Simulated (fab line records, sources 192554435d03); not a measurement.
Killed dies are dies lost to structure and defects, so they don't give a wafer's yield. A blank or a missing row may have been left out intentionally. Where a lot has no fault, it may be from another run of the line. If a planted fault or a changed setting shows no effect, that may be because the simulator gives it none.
Tool commonality check + flow n5-finfet + Sampled: 10 lots, 28 wafers

## THE REASON FOR OPENING IT
3 of 10 lots carry a flag on the reading M2_ILD_THK at N5_BEOL_M2_THK_MEAS_01. Fault-free wafers read 78.8 nm, with a standard deviation of 1.1.
Rule: a lot gets a flag if all its wafers with a number sit over 4 standard deviations from that mean, or if no wafer of it has a number. All remaining lots are regarded as sound.

| lot  | measured     | on            | M2_ILD_THK (nm), wafer by wafer | flag    |
|------|--------------|---------------|---------------------------------|---------|
| L803 | day 6 12:49  | film-metro-02 | 77.8 77.9 79.4                  |         |
| L805 | day 7 02:58  | film-metro-01 | 80.1 78.3                       |         |
| L808 | day 7 13:02  | film-metro-01 | 77.6 79.8 77.9                  |         |
| L809 | day 8 19:53  | film-metro-01 | 78.2 77.4 78.4                  |         |
| L812 | day 8 21:58  | film-metro-02 | 78.1 80.9                       |         |
| L817 | day 9 21:22  | film-metro-01 | 78.4 78.9 79.9                  |         |
| L819 | day 11 05:58 | film-metro-01 | 79.3 78.4 79.8                  |         |
| L820 | day 11 06:33 | film-metro-02 | 157.8 159.8 159.0               | FLAGGED |
| L823 | day 12 02:47 | film-metro-01 | 158.3 160.0 157.0               | FLAGGED |
| L825 | day 12 14:08 | film-metro-02 | 156.6 155.9 158.0               | FLAGGED |
The numbers of the flagged lots are 158.0 nm on average: +79.2 nm against the usual, or +72 standard deviations.

## EACH LOT AND THE TOOL IT RAN ON
3 process steps preceding the reading are held in the record, out of 1938 steps in the route. Every cell lists first the tool, next ch and the chambers used by the sampled wafers, and last the start.
| lot  | flag    | N5_BEOL_M1_SPUTTER_79        | N5_BEOL_M1_ANNEAL_80         | N5_BEOL_M2_ILD_DEP_00           |
|------|---------|------------------------------|------------------------------|---------------------------------|
| L803 |         | pvd-sputter-01, day 6 10:01  | pvd-sputter-01, day 6 10:05  | pecvd-04 ch 0,1,2, day 6 12:44  |
| L805 |         | pvd-sputter-03, day 7 00:11  | pvd-sputter-03, day 7 00:16  | pecvd-03 ch 0,2, day 7 02:55    |
| L808 |         | pvd-sputter-03, day 7 10:19  | pvd-sputter-03, day 7 10:24  | pecvd-04 ch 0,1,2, day 7 12:59  |
| L809 |         | pvd-sputter-03, day 8 17:10  | pvd-sputter-03, day 8 17:14  | pecvd-04 ch 0,1,2, day 8 19:49  |
| L812 |         | pvd-sputter-02, day 8 19:08  | pvd-sputter-02, day 8 19:13  | pecvd-03 ch 0,1, day 8 21:54    |
| L817 |         | pvd-sputter-01, day 9 18:38  | pvd-sputter-01, day 9 18:43  | pecvd-04 ch 0,1, day 9 21:19    |
| L819 |         | pvd-sputter-01, day 11 03:11 | pvd-sputter-01, day 11 03:16 | pecvd-04 ch 0,1,2, day 11 05:53 |
| L820 | FLAGGED | pvd-sputter-03, day 11 03:36 | pvd-sputter-03, day 11 03:41 | pecvd-01 ch 0,2, day 11 06:15   |
| L823 | FLAGGED | pvd-sputter-02, day 11 23:49 | pvd-sputter-02, day 11 23:54 | pecvd-01 ch 0,1,2, day 12 02:30 |
| L825 | FLAGGED | pvd-sputter-03, day 12 10:48 | pvd-sputter-03, day 12 10:53 | pecvd-01 ch 1,2, day 12 13:50   |
What the steps here do:
- N5_BEOL_M1_SPUTTER_79: material Cu, target thk 4.5 nm, time 8.29 s.
- N5_BEOL_M1_ANNEAL_80: time 240 s.
- N5_BEOL_M2_ILD_DEP_00: deposits SiOC from DEMS/O2, target thk 79 nm, time 15.3 s.
- N5_BEOL_M2_THK_MEAS_01

## FLAGGED AGAINST TOTAL, ONE TOOL AT A TIME (gauges that did the reading follow at the end)
| step                   | tool           | lots run | flagged | share of the flagged lots | sound lots run after its first flagged lot |
|------------------------|----------------|----------|---------|---------------------------|--------------------------------------------|
| N5_BEOL_M1_SPUTTER_79  | pvd-sputter-01 | 3        | 0       | none                      | -                                          |
| N5_BEOL_M1_SPUTTER_79  | pvd-sputter-02 | 2        | 1       | some                      | 0                                          |
| N5_BEOL_M1_SPUTTER_79  | pvd-sputter-03 | 5        | 2       | some                      | 0                                          |
| N5_BEOL_M1_ANNEAL_80   | pvd-sputter-01 | 3        | 0       | none                      | -                                          |
| N5_BEOL_M1_ANNEAL_80   | pvd-sputter-02 | 2        | 1       | some                      | 0                                          |
| N5_BEOL_M1_ANNEAL_80   | pvd-sputter-03 | 5        | 2       | some                      | 0                                          |
| N5_BEOL_M2_ILD_DEP_00  | pecvd-01       | 3        | 3       | all                       | 0                                          |
| N5_BEOL_M2_ILD_DEP_00  | pecvd-03       | 2        | 0       | none                      | -                                          |
| N5_BEOL_M2_ILD_DEP_00  | pecvd-04       | 5        | 0       | none                      | -                                          |
| N5_BEOL_M2_THK_MEAS_01 | film-metro-01  | 6        | 1       | some                      | 0                                          |
| N5_BEOL_M2_THK_MEAS_01 | film-metro-02  | 4        | 2       | some                      | 0                                          |

## WHAT THE TABLE ALLOWS
In the table, 1 row covers all flagged lots: pecvd-01 at N5_BEOL_M2_ILD_DEP_00.
- pecvd-01 at N5_BEOL_M2_ILD_DEP_00: 3 of its 3 lots flagged. The start can't be narrowed down: in this sample, it ran no sound lot prior to its first flagged lot.
What remains is a single tool, pecvd-01 at N5_BEOL_M2_ILD_DEP_00.

## WHAT HAD BEEN PUT IN BY THE SIMULATOR
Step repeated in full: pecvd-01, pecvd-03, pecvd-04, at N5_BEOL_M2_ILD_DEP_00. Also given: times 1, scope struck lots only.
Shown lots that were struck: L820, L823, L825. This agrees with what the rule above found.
